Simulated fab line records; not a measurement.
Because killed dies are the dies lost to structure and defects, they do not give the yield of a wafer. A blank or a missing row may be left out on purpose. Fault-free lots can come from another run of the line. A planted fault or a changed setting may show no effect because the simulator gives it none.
Which of the tools did it? + flow n5 finfet + Sampling: 13 lots, 37 wafers, 5 of 1938 route steps

## WHAT THE GAUGES SHOWED, per wafer
No reading from a measuring or inspecting step in the record can be judged against a usual standard deviation.

## EACH LOT AND THE TOOL THAT RAN IT (in order: tool; ch and the chambers of the sampled wafers; start)
| lot  | N5_BEOL_M15_DEGAS_41         | N5_BEOL_M15_ANNEAL_48            | N5_MIM_BOT_DEGAS_01          | N5_MIM_TOP_ALD_00                | N5_PASSIVATION_PROBE_49 |
|------|------------------------------|----------------------------------|------------------------------|----------------------------------|-------------------------|
| L481 | pvd sputter-01, day 12 07:31 | rtp anneal-01 ch 0, day 12 08:28 | pvd sputter-01, day 12 13:02 | ald hk-01 ch 1,2, day 12 13:10   | prober-02, day 13 04:04 |
| L483 | pvd sputter-02, day 12 07:37 | rtp anneal-01 ch 0, day 12 08:48 | pvd sputter-01, day 12 13:09 | ald hk-03 ch 0,2, day 12 13:17   | prober-01, day 13 04:38 |
| L482 | pvd sputter-01, day 12 13:16 | rtp anneal-01 ch 0, day 12 13:55 | pvd sputter-03, day 12 16:33 | ald hk-01 ch 0,2,3, day 12 16:42 | prober-02, day 13 06:04 |
| L485 | pvd sputter-03, day 13 04:13 | rtp anneal-02 ch 0, day 13 04:49 | pvd sputter-02, day 13 07:02 | ald hk-01 ch 0,1,3, day 13 07:11 | prober-02, day 13 18:45 |
| L487 | pvd sputter-03, day 13 09:41 | rtp anneal-02 ch 0, day 13 10:20 | pvd sputter-02, day 13 12:32 | ald hk-02 ch 0,3, day 13 12:41   | prober-02, day 14 02:37 |
| L486 | pvd sputter-01, day 13 15:55 | rtp anneal-02 ch 0, day 13 16:33 | pvd sputter-02, day 13 20:05 | ald hk-01 ch 1,2,3, day 13 20:13 | prober-02, day 14 08:16 |
| L489 | pvd sputter-02, day 13 20:12 | rtp anneal-02 ch 0, day 13 20:48 | pvd sputter-03, day 13 22:46 | ald hk-02 ch 1,2,3, day 13 22:55 | prober-01, day 14 10:39 |
| L490 | pvd sputter-02, day 13 20:31 | rtp anneal-01 ch 0, day 13 21:07 | pvd sputter-03, day 13 22:59 | ald hk-03 ch 0, day 13 23:07     | prober-01, day 14 11:47 |
| L488 | pvd sputter-02, day 13 22:16 | rtp anneal-02 ch 0, day 13 23:21 | pvd sputter-02, day 14 02:07 | ald hk-03 ch 1,2,3, day 14 02:16 | prober-02, day 14 15:50 |
| L491 | pvd sputter-02, day 14 05:17 | rtp anneal-02 ch 0, day 14 06:02 | pvd sputter-03, day 14 07:50 | ald hk-03 ch 1,2, day 14 07:59   | prober-02, day 14 21:34 |
| L492 | pvd sputter-01, day 15 00:29 | rtp anneal-01 ch 0, day 15 01:11 | pvd sputter-03, day 15 03:52 | ald hk-01 ch 0,1,2, day 15 04:00 | prober-01, day 15 17:49 |
| L502 | pvd sputter-03, day 17 00:40 | rtp anneal-02 ch 0, day 17 01:16 | pvd sputter-02, day 17 03:24 | ald hk-01 ch 2,3, day 17 03:32   | prober-01, day 17 16:27 |
| L501 | pvd sputter-02, day 17 08:00 | rtp anneal-02 ch 0, day 17 08:46 | pvd sputter-02, day 17 12:17 | ald hk-01 ch 1,2,3, day 17 12:26 | prober-01, day 18 03:01 |
- N5_BEOL_M15_DEGAS_41: time 60 s.
- N5_BEOL_M15_ANNEAL_48: time 90 s.
- N5_MIM_BOT_DEGAS_01: time 60 s.
- N5_MIM_TOP_ALD_00: deposits Al2O3, purge time 3 s, co reactant pulse time 3 s.
- N5_PASSIVATION_PROBE_49

## AS READ BY THE TOOLS THEMSELVES (means over the sampled wafers that have a number; for cases with no such wafer, the mark the record gives instead)
N5_BEOL_M15_DEGAS_41. Usual: heater power w 453 W, standard deviation 48; susceptor temp C 300.00 C, standard deviation 0.2.
| lot  | tool           | heater power w (W) | susceptor temp C (C) | flag |
|------|----------------|--------------------|----------------------|------|
| L481 | pvd sputter-01 | 408                | 299.88               |      |
| L483 | pvd sputter-02 | 456                | 300.08               |      |
| L482 | pvd sputter-01 | 476                | 300.01               |      |
| L485 | pvd sputter-03 | 514                | 300.05               |      |
| L487 | pvd sputter-03 | 479                | 299.94               |      |
| L486 | pvd sputter-01 | 390                | 299.96               |      |
| L489 | pvd sputter-02 | 462                | 299.93               |      |
| L490 | pvd sputter-02 | 440                | 299.87               |      |
| L488 | pvd sputter-02 | 443                | 300.18               |      |
| L491 | pvd sputter-02 | 448                | 299.87               |      |
| L492 | pvd sputter-01 | 407                | 299.87               |      |
| L502 | pvd sputter-03 | 511                | 299.97               |      |
| L501 | pvd sputter-02 | 444                | 299.81               |      |

N5_BEOL_M15_ANNEAL_48. Usual: wafer_temp_C_max 226.32, standard deviation 0.29.
| lot  | tool          | wafer_temp_C_max | flag |
|------|---------------|------------------|------|
| L481 | rtp anneal-01 | 226.82           |      |
| L483 | rtp anneal-01 | 226.44           |      |
| L482 | rtp anneal-01 | 226.38           |      |
| L485 | rtp anneal-02 | 226.23           |      |
| L487 | rtp anneal-02 | 226.06           |      |
| L486 | rtp anneal-02 | 226.37           |      |
| L489 | rtp anneal-02 | 235.57           | OFF  |
| L490 | rtp anneal-01 | 226.47           |      |
| L488 | rtp anneal-02 | 235.66           | OFF  |
| L491 | rtp anneal-02 | 235.67           | OFF  |
| L492 | rtp anneal-01 | 226.24           |      |
| L502 | rtp anneal-02 | 226.41           |      |
| L501 | rtp anneal-02 | 226.28           |      |

N5_MIM_BOT_DEGAS_01. Usual: heater power w 459 W, standard deviation 49; susceptor temp C 300.01 C, standard deviation 0.19.
| lot  | tool           | heater power w (W) | susceptor temp C (C) | flag |
|------|----------------|--------------------|----------------------|------|
| L481 | pvd sputter-01 | 393                | 299.81               |      |
| L483 | pvd sputter-01 | 398                | 299.78               |      |
| L482 | pvd sputter-03 | 489                | 300.21               |      |
| L485 | pvd sputter-02 | 438                | 299.99               |      |
| L487 | pvd sputter-02 | 467                | 299.97               |      |
| L486 | pvd sputter-02 | 433                | 300.00               |      |
| L489 | pvd sputter-03 | 496                | 299.95               |      |
| L490 | pvd sputter-03 | 488                | 299.85               |      |
| L488 | pvd sputter-02 | 448                | 300.02               |      |
| L491 | pvd sputter-03 | 515                | 300.08               |      |
| L492 | pvd sputter-03 | 487                | 300.19               |      |
| L502 | pvd sputter-02 | 442                | 299.91               |      |
| L501 | pvd sputter-02 | 431                | 299.86               |      |

N5_MIM_TOP_ALD_00. Usual: precursor pulse height rel 1.001, standard deviation 0.02.
| lot  | tool      | precursor pulse height rel | flag |
|------|-----------|----------------------------|------|
| L481 | ald hk-01 | 1.004                      |      |
| L483 | ald hk-03 | 0.984                      |      |
| L482 | ald hk-01 | 0.998                      |      |
| L485 | ald hk-01 | 1.000                      |      |
| L487 | ald hk-02 | 1.000                      |      |
| L486 | ald hk-01 | 0.996                      |      |
| L489 | ald hk-02 | 1.019                      |      |
| L490 | ald hk-03 | 0.999                      |      |
| L488 | ald hk-03 | 0.995                      |      |
| L491 | ald hk-03 | 0.986                      |      |
| L492 | ald hk-01 | 1.022                      |      |
| L502 | ald hk-01 | 0.996                      |      |
| L501 | ald hk-01 | 1.010                      |      |

N5_PASSIVATION_PROBE_49. Usual: defect limited yield 91.1 %, standard deviation 1.4; killed_at_M0_to_M3 36, standard deviation 9.9; killed_at_M4_up 13, standard deviation 5.8; killed at contacts 14, standard deviation 5.9; killed at front end 39, standard deviation 11; killed at other 3.4, standard deviation 2.9; killed dies 105, standard deviation 17; killed open 70, standard deviation 13; killed short 34, standard deviation 7.3; sort_bin_4_leakage 0.00 %, standard deviation 0.0072; sort_bin_5_function 5.3 %, standard deviation 1; sort_bin_6_memory 3.3 %, standard deviation 0.62; sort_bin_8_speed 0.01 %, standard deviation 0.057; sort n pass 1075, standard deviation 17.
| lot  | tool      | defect limited yield (%) | killed_at_M0_to_M3 | killed_at_M4_up | killed at contacts | killed at front end | killed at other | killed dies | killed open | killed short | sort_bin_4_leakage (%) | sort_bin_5_function (%) | sort_bin_6_memory (%) | sort_bin_8_speed (%) | sort n pass | flag |
|------|-----------|--------------------------|--------------------|-----------------|--------------------|---------------------|-----------------|-------------|-------------|--------------|------------------------|-------------------------|-----------------------|----------------------|-------------|------|
| L481 | prober-02 | 90.9                     | 32                 | 17              | 15                 | 42                  | 1.5             | 107         | 74          | 30           | 0.00                   | 5.7                     | 2.9                   | 0.00                 | 1073        |      |
| L483 | prober-01 | 91.0                     | 37                 | 13              | 14                 | 37                  | 5.3             | 106         | 70          | 35           | 0.00                   | 5.5                     | 3.1                   | 0.00                 | 1074        |      |
| L482 | prober-02 | 91.1                     | 44                 | 9               | 9                  | 38                  | 4.7             | 105         | 72          | 33           | 0.00                   | 5.2                     | 3.5                   | 0.00                 | 1075        |      |
| L485 | prober-02 | 90.2                     | 40                 | 7               | 17                 | 46                  | 6.0             | 116         | 77          | 36           | 0.00                   | 5.9                     | 3.6                   | 0.11                 | 1063        |      |
| L487 | prober-02 | 88.7                     | 47                 | 15              | 15                 | 55                  | 1.7             | 134         | 97          | 35           | 0.00                   | 7.1                     | 4.0                   | 0.00                 | 1046        |      |
| L486 | prober-02 | 91.2                     | 34                 | 14              | 10                 | 40                  | 5.3             | 103         | 67          | 36           | 0.00                   | 5.1                     | 3.5                   | 0.00                 | 1077        |      |
| L489 | prober-01 | 90.8                     | 28                 | 12              | 20                 | 46                  | 2.7             | 109         | 74          | 34           | 0.00                   | 5.8                     | 3.1                   | 0.00                 | 1071        |      |
| L490 | prober-01 | 93.1                     | 38                 | 6               | 5                  | 26                  | 6.0             | 82          | 54          | 28           | 0.00                   | 4.5                     | 2.2                   | 0.00                 | 1098        |      |
| L488 | prober-02 | 92.4                     | 38                 | 10              | 11                 | 27                  | 3.7             | 90          | 64          | 25           | 0.00                   | 4.5                     | 2.8                   | 0.00                 | 1090        |      |
| L491 | prober-02 | 92.4                     | 28                 | 19              | 12                 | 29                  | 2.0             | 89          | 62          | 26           | 0.00                   | 4.6                     | 2.7                   | 0.00                 | 1091        |      |
| L492 | prober-01 | 91.2                     | 32                 | 13              | 13                 | 39                  | 7.0             | 104         | 71          | 30           | 0.03                   | 5.3                     | 3.1                   | 0.00                 | 1076        | OFF  |
| L502 | prober-01 | 91.5                     | 39                 | 14              | 18                 | 29                  | 1.3             | 101         | 66          | 33           | 0.00                   | 5.0                     | 3.2                   | 0.00                 | 1079        |      |
| L501 | prober-01 | 91.4                     | 26                 | 26              | 14                 | 33                  | 2.7             | 102         | 72          | 29           | 0.00                   | 5.4                     | 2.8                   | 0.00                 | 1078        |      |

## THE ANSWER, worked out from the rows above alone
Rule: lot off if the mean of its wafers having a number is beyond 3 standard deviations from the usual mean. Also off: a lot with no number at a reading for which 4 or more lots have one. The other lots that the step has rows for count as sound. The gauges are gone through in route order, then the tools' own readings, and for those a lot's mean is taken as printed above. At the first step where some lot is off, the reading lying furthest off is the one used; lots without a number count as furthest.
Off at N5_BEOL_M15_ANNEAL_48 (wafer_temp_C_max): L489, L488, L491.
A tool fits if, at that step or a process step before it, it ran every lot that is off, and no sound lot after the first of them. Not one of the candidates tried fits.

## WHAT WAS PUT IN BY THE SIMULATOR
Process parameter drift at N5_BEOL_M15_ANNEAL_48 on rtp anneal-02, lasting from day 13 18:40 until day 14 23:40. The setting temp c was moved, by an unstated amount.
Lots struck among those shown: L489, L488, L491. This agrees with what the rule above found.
